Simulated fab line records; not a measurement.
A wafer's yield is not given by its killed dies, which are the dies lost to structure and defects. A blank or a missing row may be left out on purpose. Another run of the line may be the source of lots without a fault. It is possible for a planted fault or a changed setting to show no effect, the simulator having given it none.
A struck lot beside a sound one | flow nandHarc | 15 steps out of a route of 1159
Sound: these wafers, L307.1, L307.3, L307.6. Wafers L324.2, L324.4, L324.6 were the ones struck. The cause comes at the end.
Each step with rows lists, per side, the tool, then ch with its chambers, then its first start. Under that, the readings that differ: sound wafers | struck wafers | difference of the means | sigmas: that difference in standard deviations of wafers without a fault.
alike: readings whose means differ by less than 2 such deviations, and words and numbers that are the same on both sides. not compared: withheld readings, readings that some wafer has no value for, bounds like >300 that may hide the same value, and numbers for which the record gives no deviation and whose values overlap.
Wherever a step has rows on one side only, a row that says differs or no value, or a row with sigmas, the two part there. Numbers that don't overlap but have no deviation are shown without sigmas and don't part them. Lack of a reading on every wafer of one side parts them only where that side has two or more wafers.

first, 5 steps without rows for these wafers: NHARC_A_SGD_CUT_SOFTBAKE_04 (time 55 s); NHARC_A_SGD_CUT_EBR_05; NHARC_A_SGD_CUT_EXPOSE_06 (exposes mask SGD); NHARC_A_SGD_CUT_PEB_07 (peb time 65 s); NHARC_A_SGD_CUT_DEVELOP_08 (develop time 35 s).
NHARC_A_SGD_CUT_CD_MEAS_09: target cd 100 nm.
  sound on cdSem-02 ch 0, day 13 11:04; struck on cdSem-02 ch 0, day 18 08:45
  alike: cdNm
NHARC_A_SGD_CUT_OVL_MEAS_10:
  struck on overlay-02, day 18 08:50; sound on overlay-02, day 13 11:09
  alike: overlayXNm, overlayYNm
NHARC_A_SGD_CUT_INSPECT_11:
  struck on defectInspect-01, day 18 08:52; sound on defectInspect-02, day 13 11:11
  alike: rawDefectCount
NHARC_A_SGD_CUT_DESCUM_14: chemistry O2, time 3 s.
  sound on rieDiel-08 ch 0,1,2, day 13 11:16; struck on rieDiel-03 ch 1,3, day 18 08:56
  alike: drypumpMotorCurrentA, oesProductAu, rfVppV, showerheadPlenumPTorr, throttleValvePct
  not compared: rfHoursCounterH
NHARC_A_SGD_CUT_ETCH_58: etches the open film in CF4, target depth 39 nm, time 65 s.
  sound on rieDiel-08 ch 0,1,3, day 13 11:20; struck on rieDiel-03 ch 0,2, day 18 09:01
  alike: biasW, cf4FlowSccm, drypumpMotorCurrentA, oesProductAu, rfVppV, showerheadPlenumPTorr, throttleValvePct
  not compared: rfHoursCounterH
NHARC_A_SGD_CUT_ETCH_59: etches the open film in N2/H2, target depth 260 nm, time 406.25 s.
  sound on rieDiel-08 ch 1,3; struck on rieDiel-03 ch 2,3
  alike: biasW, chamberPressureMTorr, drypumpMotorCurrentA, oesProductAu, rfVppV, showerheadPlenumPTorr, throttleValvePct
  not compared: rfHoursCounterH
NHARC_A_SGD_CUT_ETCH_15: etches the open film in CH3F/O2, target depth 75 nm, time 64.3 s.
  sound on rieDiel-08 ch 0,2,3; struck on rieDiel-03 ch 0,1,2
  alike: biasW, ch3fFlowSccm, drypumpMotorCurrentA, oesProductAu, rfVppV, showerheadPlenumPTorr, throttleValvePct
  not compared: rfHoursCounterH
NHARC_A_SGD_CUT_ETCH_16: etches the open film in C4F8/O2/Ar, target depth 310.5 nm, time 155.2 s.
  sound on rieDiel-08 ch 0,1,2, day 13 11:50; struck on rieDiel-03 ch 1,2, day 18 09:30
  no value came back on the struck wafers for biasW (W), chamberPressureMTorr (mTorr), oesProductAu (a.u.), rfVppV (V); on the sound wafers biasW (W) reads 799.8 799.8 796.5
  not compared: rfHoursCounterH
then, 1 step without rows for these wafers: NHARC_A_SGD_CUT_STRIP_60 (strips in C4F8/O2/Ar).
-- the record jumps here: 5 days lie between the struck wafers' starts before and after (it left off in module A_SGD_CUT and takes up again in module END, whose first step shown is number 1159 of the route) --
NHARC_END_SORT_01:
  only the struck wafers appear in the record here, on prober-02 ch 0 at day 23 16:44; the sound ones have no rows

WHERE THEY PART
Last at NHARC_END_SORT_01 as far as this record goes, first at NHARC_A_SGD_CUT_ETCH_16.

WHY: what had been put in by the simulator
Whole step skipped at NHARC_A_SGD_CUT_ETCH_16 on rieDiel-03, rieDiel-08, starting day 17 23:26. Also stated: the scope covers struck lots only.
